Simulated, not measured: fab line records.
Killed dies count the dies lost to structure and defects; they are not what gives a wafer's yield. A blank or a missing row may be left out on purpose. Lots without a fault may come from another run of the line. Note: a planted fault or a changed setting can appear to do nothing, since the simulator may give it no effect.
fab line records ; flow n5-finfet
record: lots: 7; wafers: 21; last-day: 17
route steps=1938 shown BEOL_M12@1613 BEOL_M15@1830 PASSIVATION@1936
lots that met no fault: from a run of the same line without faults
start-h: the number of hours between the record's first day and the start of the first shown wafer of the lot ; wait-h: hours elapsed since this lot's preceding step ; " unchanged from the row above ; L1.1+2: a single row standing in for several wafers ; - no value, or no start was given ; * or withheld: withheld ; < > ~ a bound
route shown NAME@n: a module of which the file shows steps, and the number in the route of the first ; usual: mean and standard deviation over wafers with no fault ; same: alike in all rows ; chamber/n: place in a boat ; sites: readings site by site ; _std_site: standard deviation across them ; _edge_site: the outer-site mean with the inner-site mean subtracted ; radius-mm: for every site, how far away it sits from the centre of the wafer ; mask NAME#n: copy n ; behind: the tool/chamber that last shaped the wafer ; hold: the reason the lot was held/the length of the hold in hours/how it ended ; device: the transistor (n, p or np) that didn't switch ; end of line: the same wafers' tests at the end of the route ; a step with no rows: only its recipe ; killed: the dies lost at the first sort to structure and to defects; this is not the yield of the wafer ; map: the dies of a wafer, with x for killed, . for not killed, _ for no die there
set.NAME: the setting as run; set.NAME@STEP: as run at that earlier step ; model.NAME: the simulator's own value behind a step, which no gauge read
the route's steps for a sample of lots (tables are steps, rows are wafers)
services: from which hour (start-h, from the record's first day; less than 0 if before it) a tool's chamber was out of use, for how many hours, and why
== steps ==
step: N5_BEOL_M12_OVL_MEAS_11
recipe: points-per-wafer: 44
usual: V11_OVL: -2/6.1
same: points-per-wafer: 44
lot.wafer;tool;chamber;start-h;wait-h;V11_OVL[nm]
L788.4;overlay-01;0;213.68;0.0;-1
L788.5;overlay-01;0;213.68;0.0;1
L788.6;overlay-01;0;213.68;0.0;0
L789.1;overlay-02;0;231.21;0.0;-8
L789.3;overlay-02;0;231.21;0.0;-3
L789.6;overlay-02;0;231.21;0.0;1
L799.2;overlay-01;0;294.84;0.0;6
L799.4;overlay-01;0;294.84;0.0;2
L799.5;overlay-01;0;294.84;0.0;3
L801.1;overlay-01;0;300.15;0.0;-13
L801.2;overlay-01;0;300.15;0.0;-11
L801.3;overlay-01;0;300.15;0.0;-10
L805.1;overlay-01;0;341.38;0.0;9
L805.2;overlay-01;0;341.38;0.0;3
L805.6;overlay-01;0;341.38;0.0;8
L808.1;overlay-02;0;363.77;0.0;-5
L808.4;overlay-02;0;363.77;0.0;-2
L808.6;overlay-02;0;363.77;0.0;-7
L810.3;overlay-01;0;377.75;0.0;-8
L810.4;overlay-01;0;377.75;0.0;-10
L810.6;overlay-01;0;377.75;0.0;3
step: N5_BEOL_M12_DESCUM_15
recipe: chemistry: O2; time-s: 7.9; source-power-w: 50; bias-power-w: 20; pressure-mtorr: 20; rf-frequency-hz: 2.712e+07; temp-c: 40; o2-flow-sccm: 225
usual: chamber-pressure-mTorr: 20.000/0.018; drypump-motor-current-A: 5.8/0.33; oes-product-au: 0.79/0.089; rf-vpp-V: 243.3/1.4; showerhead-plenum-p-Torr: 2.11/0.067; throttle-valve-pct: 20.46/0.25
lot.wafer;tool;chamber;start-h;wait-h;chamber-pressure-mTorr;drypump-motor-current-A;oes-product-au;rf-hours-counter-h;rf-vpp-V;showerhead-plenum-p-Torr;throttle-valve-pct
L788.4;rie-diel-03;1;214.05;0.4;19.988;5.4;0.73;177;241.5;2.00;20.02
L788.5;rie-diel-03;1;214.05;0.4;19.998;5.4;0.73;-;240.5;2.00;20.03
L788.6;rie-diel-03;2;214.05;0.4;19.996;5.8;0.88;-;244.4;2.22;20.15
L789.1;rie-diel-04;2;231.42;0.2;20.024;6.1;0.74;183;243.0;2.07;20.80
L789.3;rie-diel-04;1;231.42;0.2;19.978;6.4;0.97;8;243.4;2.15;20.41
L789.6;rie-diel-04;2;231.42;0.2;19.995;6.1;0.73;-;244.8;2.07;20.78
L799.2;rie-diel-05;3;294.90;0.0;19.997;5.8;0.79;97;241.4;2.03;20.44
L799.4;rie-diel-05;2;294.90;0.0;20.020;5.5;0.81;94;244.2;2.11;20.39
L799.5;rie-diel-05;1;294.90;0.0;19.995;5.5;0.67;-;244.1;2.16;20.58
L801.1;rie-diel-04;0;300.20;0.0;20.022;6.2;0.97;12;242.0;2.15;20.28
L801.2;rie-diel-04;2;300.20;0.0;19.981;6.1;0.72;208;242.6;2.06;20.81
L801.3;rie-diel-04;3;300.20;0.0;20.037;6.2;0.72;222;242.5;2.06;20.73
L805.1;rie-diel-05;3;341.43;0.0;19.993;5.8;0.78;112;240.6;2.02;20.45
L805.2;rie-diel-05;2;341.43;0.0;19.993;5.5;0.79;110;243.9;2.11;20.44
L805.6;rie-diel-05;1;341.43;0.0;20.002;5.5;0.66;-;244.4;2.15;20.59
L808.1;rie-diel-05;0;363.91;0.1;19.977;5.6;0.78;97;244.7;2.20;20.18
L808.4;rie-diel-05;2;363.91;0.1;19.975;5.5;0.77;-;243.8;2.10;20.45
L808.6;rie-diel-05;0;363.91;0.1;20.028;5.7;0.78;-;245.8;2.20;20.16
L810.3;rie-diel-03;3;377.94;0.2;19.992;5.5;0.69;248;241.4;2.06;20.89
L810.4;rie-diel-03;0;377.94;0.2;19.972;5.6;0.89;46;243.5;2.13;20.44
L810.6;rie-diel-03;3;377.94;0.2;20.014;5.6;0.69;-;242.6;2.06;20.90
step: N5_BEOL_M12_EXPOSE_25
recipe: mask-id: M12; na: 0.93; source-shape: conventional; sigma-outer: 0.4; polarization: unpolarized; dose-mj: 21.8
usual: focus-offset-nm: 0.0/0.61
lot.wafer;tool;chamber;start-h;wait-h;mask;focus-offset-nm
L788.4;krf-scanner-02;0;214.72;-;M12#0;0.1
L788.5;krf-scanner-02;0;214.72;-;M12#0;0.3
L788.6;krf-scanner-02;0;214.72;-;M12#0;-0.7
L789.1;krf-scanner-02;0;232.08;-;M12#0;1.4
L789.3;krf-scanner-02;0;232.08;-;M12#0;0.2
L789.6;krf-scanner-02;0;232.08;-;M12#0;1.1
L799.2;krf-scanner-02;0;295.55;-;M12#0;0.1
L799.4;krf-scanner-02;0;295.55;-;M12#0;-0.5
L799.5;krf-scanner-02;0;295.55;-;M12#0;0.2
L801.1;krf-scanner-02;0;300.98;-;M12#0;-0.4
L801.2;krf-scanner-02;0;300.98;-;M12#0;-0.4
L801.3;krf-scanner-02;0;300.98;-;M12#0;0.0
L805.1;krf-scanner-01;0;342.21;-;M12#0;0.1
L805.2;krf-scanner-01;0;342.21;-;M12#0;0.8
L805.6;krf-scanner-01;0;342.21;-;M12#0;-0.8
L808.1;krf-scanner-02;0;364.68;-;M12#0;0.3
L808.4;krf-scanner-02;0;364.68;-;M12#0;0.7
L808.6;krf-scanner-02;0;364.68;-;M12#0;0.6
L810.3;krf-scanner-01;0;378.65;-;M12#0;-0.6
L810.4;krf-scanner-01;0;378.65;-;M12#0;-0.8
L810.6;krf-scanner-01;0;378.65;-;M12#0;-0.6
step: N5_BEOL_M12_CD_MEAS_28
recipe: target-cd-nm: 160.2; landing-energy-ev: 500; detector: se-inlens; polarity: opening
usual: cd-nm: 160.7/1.3
lot.wafer;tool;chamber;start-h;wait-h;cd-nm
L788.4;cd-sem-03;0;214.88;-;161.5
L788.5;cd-sem-03;0;214.88;-;161.2
L788.6;cd-sem-03;0;214.88;-;161.6
L789.1;cd-sem-02;0;232.25;-;161.6
L789.3;cd-sem-02;0;232.25;-;161.1
L789.6;cd-sem-02;0;232.25;-;161.3
L799.2;cd-sem-03;0;295.72;-;171.1
L799.4;cd-sem-03;0;295.72;-;172.3
L799.5;cd-sem-03;0;295.72;-;161.3
L801.1;cd-sem-01;0;301.15;-;160.0
L801.2;cd-sem-01;0;301.15;-;170.9
L801.3;cd-sem-01;0;301.15;-;169.8
L805.1;cd-sem-03;0;342.38;-;161.9
L805.2;cd-sem-03;0;342.38;-;162.9
L805.6;cd-sem-03;0;342.38;-;161.7
L808.1;cd-sem-02;0;364.85;-;158.7
L808.4;cd-sem-02;0;364.85;-;157.4
L808.6;cd-sem-02;0;364.85;-;158.2
L810.3;cd-sem-02;0;378.81;-;159.0
L810.4;cd-sem-02;0;378.81;-;159.3
L810.6;cd-sem-02;0;378.81;-;159.3
step: N5_BEOL_M12_OCD_MEAS_35
usual: trench-depth-nm: 320/3.9
lot.wafer;tool;chamber;start-h;wait-h;trench-depth-nm
L788.4;ocd-02;-;215.83;0.0;319
L788.5;ocd-02;-;215.83;0.0;316
L788.6;ocd-02;-;215.83;0.0;311
L789.1;ocd-02;-;232.89;0.0;320
L789.3;ocd-02;-;232.89;0.0;322
L789.6;ocd-02;-;232.89;0.0;320
L799.2;ocd-02;-;296.32;0.0;325
L799.4;ocd-02;-;296.32;0.0;313
L799.5;ocd-02;-;296.32;0.0;321
L801.1;ocd-01;-;302.27;0.0;320
L801.2;ocd-01;-;302.27;0.0;320
L801.3;ocd-01;-;302.27;0.0;329
L805.1;ocd-02;-;342.98;0.0;314
L805.2;ocd-02;-;342.98;0.0;322
L805.6;ocd-02;-;342.98;0.0;322
L808.1;ocd-02;-;365.46;0.0;316
L808.4;ocd-02;-;365.46;0.0;317
L808.6;ocd-02;-;365.46;0.0;323
L810.3;ocd-01;-;379.49;0.0;313
L810.4;ocd-01;-;379.49;0.0;324
L810.6;ocd-01;-;379.49;0.0;314
step: N5_BEOL_M15_RC_MEAS_101
usual: COMB_M10: 1.5e-11/3.2e-12; COMB_M11: 1.5e-11/3.1e-12; COMB_M12: 6.4e-12/1.4e-12; COMB_M12_max_site: 9.3e-12/2.4e-12; COMB_M13: 4.9e-12/9.4e-13; COMB_M14: 3.9e-12/8.9e-13; COMB_M15: 2.8e-12/5.6e-13; COMB_M5: 3.8e-11/8.1e-12; COMB_M6: 2.6e-11/5.4e-12; COMB_M7: 2.6e-11/5.7e-12; COMB_M8: 2.6e-11/5.5e-12; COMB_M9: 1.49e-11/3e-12; COMB_M9_max_site: 2.1e-11/4.9e-12; SERP_M10: 3.09/0.083; SERP_M11: 3.07/0.067; SERP_M12: 0.635/0.013; SERP_M12_max_site: 0.647/0.014; SERP_M13: 0.309/0.0048; SERP_M13_max_site: 0.312/0.0049; SERP_M14: 0.160/0.0033; SERP_M14_max_site: 0.162/0.0033; SERP_M5: 39.4/1.6; SERP_M6: 13.7/0.39; SERP_M7: 13.8/0.43; SERP_M8: 13.9/0.5; SERP_M9: 3.06/0.076; SERP_M9_max_site: 3.16/0.08
lot.wafer;tool;chamber;start-h;wait-h;COMB_M10[S/m];COMB_M11[S/m];COMB_M12[S/m];COMB_M12_max_site[S/m];COMB_M13[S/m];COMB_M14[S/m];COMB_M15[S/m];COMB_M5[S/m];COMB_M6[S/m];COMB_M7[S/m];COMB_M8[S/m];COMB_M9[S/m];COMB_M9_max_site[S/m];SERP_M10[ohm/um];SERP_M11[ohm/um];SERP_M12[ohm/um];SERP_M12_max_site[ohm/um];SERP_M13[ohm/um];SERP_M13_max_site[ohm/um];SERP_M14[ohm/um];SERP_M14_max_site[ohm/um];SERP_M5[ohm/um];SERP_M6[ohm/um];SERP_M7[ohm/um];SERP_M8[ohm/um];SERP_M9[ohm/um];SERP_M9_max_site[ohm/um]
L788.4;prober-02;0;238.53;0.7;1.4e-11;1.4e-11;6.4e-12;8.1e-12;3.9e-12;3.3e-12;3.6e-12;4e-11;2.5e-11;3e-11;2.4e-11;1.62e-11;1.8e-11;3.10;2.94;0.632;0.638;0.319;0.322;0.164;0.166;40.8;14.3;13.3;13.8;3.04;3.13
L788.5;prober-02;0;238.53;0.7;1.5e-11;1.7e-11;4.4e-12;6.8e-12;4.3e-12;3.6e-12;2.8e-12;4.6e-11;2.1e-11;2.8e-11;3.8e-11;1.67e-11;2.2e-11;3.14;2.96;0.646;0.663;0.306;0.308;0.163;0.165;42.2;13.9;13.5;13.7;3.11;3.21
L788.6;prober-02;0;238.53;0.7;1.5e-11;1.3e-11;6.7e-12;1.18e-11;5.2e-12;3.1e-12;3.4e-12;5.3e-11;1.9e-11;3.6e-11;2.7e-11;1.17e-11;1.3e-11;3.15;3.09;0.645;0.662;0.303;0.307;0.160;0.162;40.8;14.1;13.3;13.8;3.06;3.18
L789.1;prober-02;0;253.83;0.0;1.4e-11;1.4e-11;5.3e-12;8.4e-12;5e-12;5.9e-12;3.6e-12;3.8e-11;3.1e-11;1.8e-11;2.8e-11;1.46e-11;1.9e-11;3.09;3.13;0.637;0.643;0.317;0.319;0.164;0.165;38.1;13.6;13.5;14.4;3.09;3.15
L789.3;prober-02;0;253.83;0.0;1.4e-11;1.8e-11;6.5e-12;1.17e-11;3.6e-12;4e-12;3.9e-12;3e-11;2.9e-11;3e-11;3e-11;1.51e-11;1.8e-11;3.23;3.06;0.631;0.636;0.310;0.312;0.154;0.157;41.3;14.2;14.4;14.3;2.93;3.03
L789.6;prober-02;0;253.83;0.0;1.6e-11;2.1e-11;5.7e-12;7.3e-12;5.3e-12;3.4e-12;3.3e-12;2.7e-11;2.6e-11;2.5e-11;3.4e-11;1.32e-11;1.9e-11;3.08;3.10;0.627;0.635;0.316;0.320;0.154;0.155;39.6;13.6;13.4;14.3;2.96;3.14
L799.2;prober-02;0;326.55;0.2;1.3e-11;2.8e-11;7.3e-12;1.13e-11;6.9e-12;4e-12;2.9e-12;3.1e-11;3.1e-11;2.3e-11;2.4e-11;1.32e-11;2.1e-11;2.96;2.98;0.569;0.576;0.315;0.320;0.160;0.161;41.7;14.0;13.3;13.8;3.05;3.21
L799.4;prober-02;0;326.55;0.2;1.2e-11;1.6e-11;5.7e-12;8.8e-12;6.1e-12;3.3e-12;3.1e-12;4.1e-11;2.3e-11;2.1e-11;2.3e-11;1.03e-11;1.3e-11;3.12;3.04;0.580;0.592;0.313;0.315;0.167;0.168;40.7;13.8;13.7;14.0;3.12;3.18
L799.5;prober-02;0;326.55;0.2;1.1e-11;2e-11;5.9e-12;8.4e-12;5e-12;3.6e-12;2.7e-12;3.8e-11;2.2e-11;3.1e-11;2.4e-11;1.32e-11;1.9e-11;2.94;2.98;0.628;0.657;0.312;0.317;0.159;0.162;39.2;13.8;13.7;14.2;3.20;3.34
L801.1;prober-01;0;330.94;0.0;1.2e-11;1e-11;7.1e-12;9.4e-12;4e-12;4e-12;2.2e-12;2.7e-11;2.3e-11;1.6e-11;2.5e-11;1.93e-11;2.7e-11;2.99;3.25;0.646;0.662;0.305;0.309;0.164;0.165;41.1;13.9;14.0;14.3;2.97;3.10
L801.2;prober-01;0;330.94;0.0;1.6e-11;1.7e-11;8.9e-12;1.04e-11;5.9e-12;2.8e-12;1.9e-12;3.1e-11;2.1e-11;2e-11;1.5e-11;1.6e-11;1.9e-11;3.13;3.13;0.573;0.590;0.310;0.313;0.161;0.163;42.7;13.7;13.6;14.1;3.14;3.28
L801.3;prober-01;0;330.94;0.0;1.8e-11;1.6e-11;5.7e-12;9.7e-12;5.6e-12;4.8e-12;2.2e-12;3.3e-11;3e-11;2.1e-11;2.4e-11;2.05e-11;3.1e-11;3.05;3.08;0.561;0.567;0.312;0.313;0.158;0.160;42.2;13.9;13.6;14.0;2.96;3.04
L805.1;prober-02;0;367.76;0.0;1.4e-11;1.4e-11;5.2e-12;6.1e-12;4.8e-12;3.3e-12;4.6e-12;3e-11;2.5e-11;2.8e-11;1.7e-11;1.3e-11;2.6e-11;3.13;3.14;0.643;0.657;0.313;0.320;0.162;0.163;38.1;14.2;14.2;12.9;3.17;3.22
L805.2;prober-02;0;367.76;0.0;1.3e-11;1.1e-11;6.1e-12;9.8e-12;5.5e-12;4e-12;3.1e-12;3.6e-11;2.4e-11;2.6e-11;2.1e-11;1.35e-11;1.6e-11;3.10;3.10;0.611;0.622;0.305;0.310;0.159;0.161;40.4;13.3;14.1;12.9;3.12;3.27
L805.6;prober-02;0;367.76;0.0;1.5e-11;9e-12;6.8e-12;1.04e-11;6.1e-12;3.5e-12;2.8e-12;4.4e-11;2.7e-11;2.2e-11;2.9e-11;1.69e-11;2.7e-11;3.11;3.03;0.629;0.647;0.309;0.313;0.158;0.160;39.1;14.0;14.0;12.9;3.19;3.36
L808.1;prober-02;0;391.61;0.0;2e-11;1.5e-11;7.4e-12;1.09e-11;6.2e-12;6.4e-12;2.9e-12;4e-11;2.9e-11;3e-11;2.7e-11;1.69e-11;2.2e-11;3.07;3.02;0.658;0.675;0.309;0.311;0.164;0.165;38.9;13.7;13.6;14.1;3.06;3.19
L808.4;prober-02;0;391.61;0.0;1.5e-11;1.1e-11;6.2e-12;8e-12;5e-12;4.7e-12;2.4e-12;4.2e-11;1.8e-11;2.7e-11;2.8e-11;1.87e-11;3.7e-11;3.06;3.05;0.669;0.685;0.309;0.314;0.160;0.163;38.7;13.4;13.7;13.9;3.11;3.16
L808.6;prober-02;0;391.61;0.0;1.1e-11;1.8e-11;6.3e-12;1.07e-11;6.4e-12;4.2e-12;2.2e-12;3.9e-11;2e-11;3.8e-11;2.4e-11;2.02e-11;3.6e-11;3.11;3.05;0.646;0.660;0.309;0.312;0.164;0.165;38.5;13.5;13.9;14.3;3.02;3.13
L810.3;prober-01;0;396.22;0.3;1.3e-11;1.5e-11;5.6e-12;9.9e-12;5.4e-12;2.5e-12;3e-12;3.1e-11;2.2e-11;2.6e-11;1.8e-11;1.22e-11;1.8e-11;3.01;3.08;0.655;0.666;0.308;0.311;0.160;0.161;39.4;13.8;13.3;13.9;3.08;3.21
L810.4;prober-01;0;396.22;0.3;2e-11;1.7e-11;8e-12;9.4e-12;6.4e-12;2.9e-12;3.1e-12;2.4e-11;2e-11;2.4e-11;2.1e-11;1.59e-11;2.5e-11;3.03;3.15;0.634;0.648;0.303;0.305;0.166;0.167;39.5;14.4;13.5;13.3;3.03;3.11
L810.6;prober-01;0;396.22;0.3;1.9e-11;1.3e-11;5.8e-12;8.1e-12;4.6e-12;3.6e-12;3e-12;3.2e-11;1.7e-11;3.5e-11;2.1e-11;1.88e-11;2.4e-11;3.02;3.13;0.666;0.683;0.302;0.309;0.159;0.161;38.6;14.0;14.3;13.9;3.23;3.32
sites SERP_M12 radius-mm=0,75,75,75,75,140,140,140,140
L788.4 0.638 0.632 0.634 0.637 0.638 0.616 0.626 0.629 0.630
L789.1 0.640 0.637 0.626 0.628 0.626 0.643 0.638 0.627 0.641
L799.2 0.549 0.569 0.559 0.565 0.563 0.576 0.572 0.573 0.575
L801.1 0.646 0.639 0.646 0.647 0.648 0.662 0.629 0.644 0.641
L805.1 0.623 0.641 0.632 0.643 0.638 0.646 0.645 0.653 0.657
L808.1 0.660 0.653 0.675 0.660 0.656 0.664 0.658 0.653 0.657
L810.3 0.666 0.666 0.650 0.652 0.655 0.644 0.648 0.656 0.658
step: N5_PASSIVATION_PROBE_49
usual: defect-limited-yield: 91.3/1.4; killed_at_M0_to_M3: 35/11; killed_at_M4_up: 14/5.4; killed-at-contacts: 12/6.2; killed-at-front-end: 38/11; killed-at-other: 4.1/2.8; killed-dies: 103/17; killed-on-rim: 13/4; killed-open: 66/13; killed-short: 34/8.2; sort_bin_5_function: 5.1/0.89; sort_bin_6_memory: 3.3/0.72; sort-n-pass: 1077/17; sort-yield-pct: 91.3/1.4
same: gross-dies: 1180; killed-at-back-side: 0; sort_bin_4_leakage[%]: 0; sort_bin_8_speed[%]: 0
lot.wafer;tool;chamber;start-h;wait-h;defect-limited-yield[%];killed_at_M0_to_M3;killed_at_M4_up;killed-at-contacts;killed-at-front-end;killed-at-other;killed-dies;killed-on-rim;killed-open;killed-short;sort_bin_5_function[%];sort_bin_6_memory[%];sort-n-pass;sort-yield-pct[%]
L788.4;prober-02;-;252.27;0.2;93.1;27;10;3;39;3;82;14;56;23;3.9;2.9;1098;93.1
L788.5;prober-02;-;252.32;0.2;93.6;26;14;7;27;2;76;16;42;32;3.3;2.7;1104;93.6
L788.6;prober-02;-;252.37;0.3;94.3;21;12;3;28;3;67;9;30;32;3.4;2.2;1113;94.3
L799.2;prober-01;-;342.72;0.1;92.5;24;17;4;40;4;89;12;63;25;5.1;1.9;1091;92.5
L799.4;prober-01;-;342.82;0.2;89.0;35;35;13;41;6;130;17;89;39;6.4;4.2;1050;89.0
L799.5;prober-01;-;342.87;0.2;90.6;44;10;10;46;1;111;14;79;30;6.5;2.6;1069;90.6
L801.1;prober-02;-;345.97;0.0;92.2;23;13;12;39;5;92;17;59;29;4.2;3.3;1088;92.2
L801.2;prober-02;-;346.02;0.1;91.5;37;10;8;40;5;100;14;67;31;5.5;2.6;1080;91.5
L801.3;prober-02;-;346.07;0.1;89.6;27;15;7;69;5;123;13;81;40;6.1;3.7;1057;89.6
L805.1;prober-01;-;383.29;0.0;92.0;48;13;4;25;4;94;15;61;32;5.1;2.4;1086;92.0
L805.2;prober-01;-;383.34;0.1;93.1;29;17;3;30;2;81;12;58;22;4.7;2.1;1099;93.1
L805.6;prober-01;-;383.54;0.3;91.8;37;18;2;38;2;97;13;65;28;4.3;3.7;1083;91.8
killed by level:class
L788.4 DUMMY_GATE:geometric-particle:open=8 BEOL_M0_SAQP:geometric-particle:open=7 FIN_SAQP:geometric-particle:open=6 FIN_SAQP:geometric-particle:short=6 STI_FIN_REVEAL:geometric-particle:open=6 BEOL_M3:geometric-particle:open=6 BEOL_M0_SAQP:geometric-particle:short=5 GATE_CUT:geometric-particle:short=4
L788.5 BEOL_M2:geometric-particle:open=7 BEOL_M0_SAQP:geometric-particle:short=6 BEOL_M4:geometric-particle:short=5 FIN_SAQP:geometric-particle:open=4 FIN_SAQP:geometric-particle:short=4 MOL_CONTACT_COAG:geometric-particle:open=4 BEOL_M2:geometric-particle:short=3 BEOL_M3:geometric-particle:open=3
L788.6 BEOL_M0:geometric-particle:open=8 GATE_CUT:geometric-particle:short=6 ILD0:geometric-particle:short=4 BEOL_M0_SAQP:geometric-particle:short=4 STI_FIN_REVEAL:geometric-particle:open=3 DUMMY_GATE:geometric-particle:open=3 STI_FIN_REVEAL:geometric-particle:short=3 MOL_CONTACT_COAG:geometric-particle:open=3
L799.2 BEOL_M4:geometric-particle:open=10 STI_FIN_REVEAL:geometric-particle:open=9 FIN_SAQP:geometric-particle:short=8 BEOL_M2:geometric-particle:open=8 BEOL_M1:geometric-particle:open=6 DUMMY_GATE:geometric-particle:open=5 GATE_CUT:geometric-particle:open=4 BEOL_M4:geometric-particle:short=4
L799.4 BEOL_M4:geometric-particle:open=23 MOL_CONTACT_COAG:geometric-particle:open=11 STI_FIN_REVEAL:geometric-particle:open=9 BEOL_M0_SAQP:geometric-particle:open=9 BEOL_M0_SAQP:geometric-particle:short=9 GATE_CUT:geometric-particle:short=6 BEOL_M4:geometric-particle:short=6 BEOL_M3:geometric-particle:open=5
L799.5 STI_FIN_REVEAL:geometric-particle:open=21 BEOL_M3:geometric-particle:open=12 BEOL_M0_SAQP:geometric-particle:short=10 MOL_CONTACT_COAG:geometric-particle:open=9 FIN_SAQP:geometric-particle:short=7 BEOL_M2:geometric-particle:open=6 FIN_SAQP:geometric-particle:open=5 BEOL_M0_SAQP:geometric-particle:open=5
L801.1 FIN_SAQP:geometric-particle:open=10 STI_FIN_REVEAL:geometric-particle:open=8 FIN_SAQP:geometric-particle:short=7 MOL_CONTACT_COAG:geometric-particle:open=7 BEOL_M0_SAQP:geometric-particle:short=5 BEOL_M3:geometric-particle:open=5 BEOL_M4:geometric-particle:open=5 BEOL_M0_SAQP:geometric-particle:open=4
L801.2 STI_FIN_REVEAL:geometric-particle:open=16 FIN_SAQP:geometric-particle:open=7 GATE_CUT:geometric-particle:short=6 BEOL_M0_SAQP:geometric-particle:open=6 BEOL_M1:geometric-particle:open=6 BEOL_M2:geometric-particle:open=6 MOL_CONTACT_COAG:geometric-particle:open=5 BEOL_M4:geometric-particle:open=5
L801.3 STI_FIN_REVEAL:geometric-particle:open=23 BEOL_M0_SAQP:geometric-particle:short=8 ILD0:geometric-particle:short=7 MOL_CONTACT_COAG:geometric-particle:open=7 FIN_SAQP:geometric-particle:open=6 FIN_SAQP:geometric-particle:short=6 BEOL_M4:geometric-particle:open=6 DUMMY_GATE:geometric-particle:open=5
L805.1 BEOL_M3:geometric-particle:open=11 BEOL_M2:geometric-particle:open=9 BEOL_M0_SAQP:geometric-particle:open=7 BEOL_M1:geometric-particle:open=6 FIN_SAQP:geometric-particle:open=4 FIN_SAQP:geometric-particle:short=4 GATE_CUT:geometric-particle:open=4 GATE_CUT:geometric-particle:short=4
L805.2 BEOL_M2:geometric-particle:open=9 GATE_CUT:geometric-particle:open=7 GATE_CUT:geometric-particle:short=6 BEOL_M5:geometric-particle:open=6 FIN_SAQP:geometric-particle:open=4 BEOL_M0_SAQP:geometric-particle:open=4 BEOL_M1:geometric-particle:open=4 BEOL_M3:geometric-particle:open=4
L805.6 BEOL_M2:geometric-particle:open=12 BEOL_M0_SAQP:geometric-particle:open=8 GATE_CUT:geometric-particle:short=7 FIN_SAQP:geometric-particle:open=6 GATE_CUT:geometric-particle:open=6 BEOL_M4:geometric-particle:open=6 STI_FIN_REVEAL:geometric-particle:open=5 FIN_SAQP:geometric-particle:short=4
== services ==
tool;chamber;start-h;hours;kind
rie-diel-04;1;198.07;-;clean
rie-diel-04;1;198.07;-;consumable-replace:focus-ring
krf-scanner-01;-;199.65;0.9;repair
krf-scanner-01;-;210.80;1.0;pm
rie-diel-05;0;219.57;8.4;repair
krf-scanner-02;-;233.26;1.0;pm
rie-diel-05;2;241.26;2.6;repair
krf-scanner-02;-;243.47;1.3;pm
rie-diel-05;0;255.58;11.1;repair
rie-diel-04;0;266.18;6.3;repair
krf-scanner-02;-;267.82;0.8;pm
krf-scanner-01;-;276.64;1.3;pm
krf-scanner-02;0;280.34;-;calibration
krf-scanner-01;-;290.00;0.8;pm
rie-diel-05;-;299.94;2.8;pm
rie-diel-03;-;321.59;0.2;repair
rie-diel-03;3;327.58;11.6;repair
rie-diel-04;1;328.03;7.2;repair
krf-scanner-02;-;335.91;5.4;repair
rie-diel-05;1;356.36;-;clean
rie-diel-05;1;356.36;-;consumable-replace:focus-ring
rie-diel-05;1;356.36;19.7;scheduled-down
rie-diel-05;1;356.36;19.7;vent-cycle
rie-diel-04;3;367.57;8.4;repair
== key ==
first-sign: step: N5_BEOL_M12_CD_MEAS_28; reading: cd-nm; direction: up; sigmas: 7.9; usual: 160.7; struck: 171.0
effect: step: N5_BEOL_M15_RC_MEAS_101; reading: SERP_M12; direction: down; sigmas: 4.8; usual: 0.635; struck: 0.571
met-at N5_BEOL_M12_EXPOSE_25
struck-lots L799,L801
struck-wafers L799.2,L799.4,L801.2,L801.3
not-acting-at N5_BEOL_M12_OVL_MEAS_11,N5_BEOL_M12_DESCUM_15,N5_BEOL_M12_OCD_MEAS_35
onset-between 232.08 295.55
fault: kind: process-parameter-drift; tool: krf-scanner-02; chamber: -; onset-h: 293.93; steps: N5_BEOL_M12_EXPOSE_25; channel: focus-nm; offset: 180.39; shape: step; end-h: 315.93; scope: struck-wafers-only
